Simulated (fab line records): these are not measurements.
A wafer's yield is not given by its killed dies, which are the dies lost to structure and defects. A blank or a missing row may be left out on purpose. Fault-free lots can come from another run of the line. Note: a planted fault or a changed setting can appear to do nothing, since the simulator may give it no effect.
Matching of chambers -- flow nandHarc -- rieDiel-09 running NHARC_A_ZERO_WELL_DESCUM_12: 4 sister chambers
The step chemistry O2, time 3 s. 7 wafers are shown with their chamber, then 7 later ones without.

WAFERS, EACH WITH ITS CHAMBER
wafer,chamber,drypumpMotorCurrentA (A),oesProductAu (a.u.)
L845.2,3,6.1,1.012
L849.5,1,6.3,0.974
L855.3,0,6.1,1.001
L855.4,2,5.1,0.997
L855.5,1,6.2,0.992
L858.1,0,6.1,1.009
L858.4,2,5.1,1.009

WAFERS MISSING THEIR CHAMBER
wafer,drypumpMotorCurrentA (A),oesProductAu (a.u.)
L858.6,6.1,1.006
L865.3,6.3,1.001
L865.4,5.1,0.995
L865.6,5.1,1.002
L867.1,6.1,0.995
L867.2,6.1,0.982
L867.5,6.2,0.985

WHICH CHAMBER EACH ONE RAN IN
wafer,from the rows above,in truth
L858.6,can't be placed: 0 or 3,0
L865.3,1,1
L865.4,2,2
L865.6,2,2
L867.1,can't be placed: 0 or 3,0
L867.2,can't be placed: 0 or 3 or 1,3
L867.5,can't be placed: 1 or 0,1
Correct placement for 3 of the 7. Can't be placed from these rows: 4 (the true chamber is among the candidates in 4). 0 placed wrongly.
How it was worked out, from the rows above alone: a wafer's distance from a chamber is the root of the sum, over the readings, of the square of ((its reading less the chamber's mean) divided by the reading's scatter). If the next closest chamber is less than 2 further off than the closest, the wafer can't be placed; otherwise it belongs to the closest. The mean given for a chamber averages the wafers shown for that chamber. The scatter: take each reading less its chamber's mean, square it, sum over the shown wafers, divide by the number of wafers less the number of chambers, and take the root.
